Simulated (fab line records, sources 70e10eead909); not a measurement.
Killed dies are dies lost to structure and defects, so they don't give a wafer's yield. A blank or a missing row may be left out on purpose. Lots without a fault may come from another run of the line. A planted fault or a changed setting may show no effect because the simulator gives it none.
A struck lot beside a sound one | flow nand_harc | 15 steps out of a route of 1302
Sound: wafers L829.2, L829.3, L829.6. Struck: wafers L842.3, L842.4, L842.6. The cause comes at the end.
At each step with rows: each side's tool, then ch and its chambers, then its first start. Under that, the readings that differ: sound wafers | struck wafers | difference of the means | sigmas: that difference in standard deviations of wafers without a fault.
alike: readings whose means differ by less than 2 such deviations, and words and numbers that are the same on both sides. not compared: withheld readings, readings that some wafer has no value for, bounds like >300 that may hide the same value, and numbers for which the record gives no deviation and whose values overlap.
The two part at a step that has a row with sigmas, a row that says differs or no value, or rows on one side only. Numbers that don't overlap but have no deviation are shown without sigmas and don't part them. A reading that every wafer of one side lacks parts them only if that side has two wafers or more.

NHARC_A_M1_DESCUM_14: chemistry O2, time 3 s.
  sound on rie_diel-04 ch 0,2, day 23 19:29; struck on rie_diel-04 ch 1,2,3, day 29 23:42
  alike: drypump_motor_current_A, oes_product_au, rf_vpp_V, showerhead_plenum_p_Torr, throttle_valve_pct
  not compared: rf_hours_counter_h
NHARC_A_M1_ETCH_35: etches the open film in N2/H2, target depth 40 nm, overetch 12 nm, time 43.94 s.
  sound on rie_diel-04 ch 0,2, day 23 19:34; struck on rie_diel-04 ch 0,2,3, day 29 23:46
  alike: drypump_motor_current_A, oes_product_au, rf_vpp_V, showerhead_plenum_p_Torr, throttle_valve_pct
  not compared: rf_hours_counter_h
then, 1 step without rows for these wafers: NHARC_A_M1_ETCH_15 (etches the open film in C4F8/Ar, target depth 182.5 nm, time 91.2 s).
NHARC_A_M1_CD_MEAS_16:
  sound on cd_sem-01, day 23 19:47; struck on cd_sem-03, day 30 00:00
  alike: cd_nm
then, 4 steps without rows for these wafers: NHARC_A_M1_STRIP_18 (strips in N2/H2); NHARC_A_M1_ETCH_28 (etches the open film in CF4/N2, target depth 30 nm, time 72.99 s); NHARC_A_M1_STRIP_19 (strips in post etch residue remover, time 600 s); NHARC_A_M1_DEGAS_29 (time 60 s).
NHARC_A_M1_PRE_CLEAN_30: time 30 s.
  sound on pvd_sputter-02; struck on pvd_sputter-03
  alike: heater_power_w
NHARC_A_M1_PVD_20: deposits TaN, target thk 5 nm, time 8.06 s.
  sound on pvd_sputter-02; struck on pvd_sputter-03
  alike: throttle_valve_pct
then, 2 steps without rows for these wafers: NHARC_A_M1_PVD_21 (deposits Cu, target thk 30 nm, time 20.49 s); NHARC_A_M1_ECD_22 (material Cu, target thk 400 nm).
NHARC_A_M1_ANNEAL_31: time 90 s.
  sound on rtp_anneal-02 ch 0, day 23 21:17; struck on rtp_anneal-02, day 30 01:32
  no value came back on the struck wafers for anneal_temp_c (C), anneal_temp_c_max, wafer_temp_C_max; on the sound wafers anneal_temp_c (C) reads 224.85 225.08 225.06
NHARC_A_M1_CMP_23: polishes, t overpolish 20 s, target thk 154.34 nm.
  sound on cmp-02 ch 0,2, day 23 21:37; struck on cmp-01 ch 0,3, day 30 01:49
  alike: motor_current_A, time_to_endpoint_s
  not compared: pad_life_wafers
NHARC_END_SORT_01:
  the record has rows for the struck wafers here (prober-01 ch 0, day 31 11:13) and none for the sound ones

WHERE THEY PART
First at NHARC_A_M1_ANNEAL_31; last, within this record, at NHARC_END_SORT_01.

WHY: what the simulator had put in
Skipped step whole: rtp_anneal-02, from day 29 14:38 on, at NHARC_A_M1_ANNEAL_31. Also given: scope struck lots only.
